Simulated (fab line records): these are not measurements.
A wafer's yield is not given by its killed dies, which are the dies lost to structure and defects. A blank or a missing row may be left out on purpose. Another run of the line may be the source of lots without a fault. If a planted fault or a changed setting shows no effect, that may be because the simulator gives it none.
Chamber matching :: flow n5_finfet :: rie_si-06 running N5_DUMMY_GATE_ETCH_23: 4 sister chambers
The step etches poly-Si in HBr/Cl2/O2, target depth 41 nm, time 22.3 s. 18 wafers are shown with their chamber, then 9 later ones without.

## EACH WAFER AND ITS CHAMBER
wafer: L074.2
chamber: 3
throttle_valve_pct (%): 36.79
drypump_motor_current_A (A): 6.2
oes_product_au (a.u.): 1.018

wafer: L074.3
chamber: 1
throttle_valve_pct (%): 37.74
drypump_motor_current_A (A): 5.4
oes_product_au (a.u.): 1.043

wafer: L074.5
chamber: 3
throttle_valve_pct (%): 36.79
drypump_motor_current_A (A): 6.2
oes_product_au (a.u.): 1.013

wafer: L075.1
chamber: 2
throttle_valve_pct (%): 37.33
drypump_motor_current_A (A): 5.3
oes_product_au (a.u.): 0.999

wafer: L075.2
chamber: 1
throttle_valve_pct (%): 37.75
drypump_motor_current_A (A): 5.4
oes_product_au (a.u.): 1.028

wafer: L075.6
chamber: 3
throttle_valve_pct (%): 36.78
drypump_motor_current_A (A): 6.2
oes_product_au (a.u.): 1.016

wafer: L077.1
chamber: 3
throttle_valve_pct (%): 36.77
drypump_motor_current_A (A): 6.2
oes_product_au (a.u.): 1.022

wafer: L077.4
chamber: 0
throttle_valve_pct (%): 36.99
drypump_motor_current_A (A): 5.9
oes_product_au (a.u.): 1.022

wafer: L077.5
chamber: 1
throttle_valve_pct (%): 37.75
drypump_motor_current_A (A): 5.4
oes_product_au (a.u.): 1.047

wafer: L080.2
chamber: 2
throttle_valve_pct (%): 37.32
drypump_motor_current_A (A): 5.3
oes_product_au (a.u.): 1.007

wafer: L080.5
chamber: 3
throttle_valve_pct (%): 36.78
drypump_motor_current_A (A): 6.2
oes_product_au (a.u.): 1.009

wafer: L080.6
chamber: 0
throttle_valve_pct (%): 36.98
drypump_motor_current_A (A): 5.9
oes_product_au (a.u.): 1.019

wafer: L083.1
chamber: 3
throttle_valve_pct (%): 36.78
drypump_motor_current_A (A): 6.2
oes_product_au (a.u.): 1.014

wafer: L083.4
chamber: 0
throttle_valve_pct (%): 36.99
drypump_motor_current_A (A): 5.9
oes_product_au (a.u.): 1.015

wafer: L083.5
chamber: 3
throttle_valve_pct (%): 36.79
drypump_motor_current_A (A): 6.2
oes_product_au (a.u.): 1.009

wafer: L093.2
chamber: 0
throttle_valve_pct (%): 37.01
drypump_motor_current_A (A): 5.9
oes_product_au (a.u.): 1.029

wafer: L093.3
chamber: 2
throttle_valve_pct (%): 37.33
drypump_motor_current_A (A): 5.2
oes_product_au (a.u.): 1.013

wafer: L093.5
chamber: 2
throttle_valve_pct (%): 37.31
drypump_motor_current_A (A): 5.2
oes_product_au (a.u.): 1.014

SIGNATURES, as means of the wafers listed above
reading: throttle_valve_pct
chamber 0: 36.9925
chamber 1: 37.7467
chamber 2: 37.3225
chamber 3: 36.7829
scatter within a chamber: 0.0091

reading: drypump_motor_current_A
chamber 0: 5.900
chamber 1: 5.400
chamber 2: 5.250
chamber 3: 6.200
scatter within a chamber: 0.0267

reading: oes_product_au
chamber 0: 1.02125
chamber 1: 1.03933
chamber 2: 1.00825
chamber 3: 1.01443
scatter within a chamber: 0.00645
Rule: for a wafer and a chamber, the distance is found by dividing, reading by reading, the gap between the wafer's reading and the chamber's mean by the reading's scatter, squaring, summing and taking the root. The wafer belongs to the nearest chamber; if the next one is less than 2 further off, it can't be placed. How the scatter is found: for the shown wafers, subtract from each reading the mean of its chamber, square and add these, divide the total by (wafers less chambers), then take the root.

## WAFERS WHOSE CHAMBER IS MISSING
wafer: L094.1
throttle_valve_pct (%): 36.98
drypump_motor_current_A (A): 5.9
oes_product_au (a.u.): 1.028

wafer: L094.2
throttle_valve_pct (%): 37.31
drypump_motor_current_A (A): 5.4
oes_product_au (a.u.): 1.002

wafer: L094.3
throttle_valve_pct (%): 37.32
drypump_motor_current_A (A): 5.3
oes_product_au (a.u.): 1.014

wafer: L095.1
throttle_valve_pct (%): 37.35
drypump_motor_current_A (A): 5.2
oes_product_au (a.u.): 0.999

wafer: L095.3
throttle_valve_pct (%): 36.98
drypump_motor_current_A (A): 5.9
oes_product_au (a.u.): 1.023

wafer: L095.5
throttle_valve_pct (%): 37.28
drypump_motor_current_A (A): 5.4
oes_product_au (a.u.): 1.005

wafer: L097.1
throttle_valve_pct (%): 37.33
drypump_motor_current_A (A): 5.2
oes_product_au (a.u.): 1.006

wafer: L097.3
throttle_valve_pct (%): 37.31
drypump_motor_current_A (A): 5.4
oes_product_au (a.u.): 1.017

wafer: L097.5
throttle_valve_pct (%): 37.30
drypump_motor_current_A (A): 5.4
oes_product_au (a.u.): 1.015

## WHICH CHAMBER EACH WENT THROUGH
wafer: L094.1
from the rows above: 0
in truth: 0

wafer: L094.2
from the rows above: 2
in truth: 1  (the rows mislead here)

wafer: L094.3
from the rows above: 2
in truth: 2

wafer: L095.1
from the rows above: 2
in truth: 2

wafer: L095.3
from the rows above: 0
in truth: 0

wafer: L095.5
from the rows above: 2
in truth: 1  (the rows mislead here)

wafer: L097.1
from the rows above: 2
in truth: 2

wafer: L097.3
from the rows above: 2
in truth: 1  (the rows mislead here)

wafer: L097.5
from the rows above: 2
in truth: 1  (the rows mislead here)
Correctly placed: 5 of 9. From these rows, 0 cannot be placed. Number placed wrongly: 4.
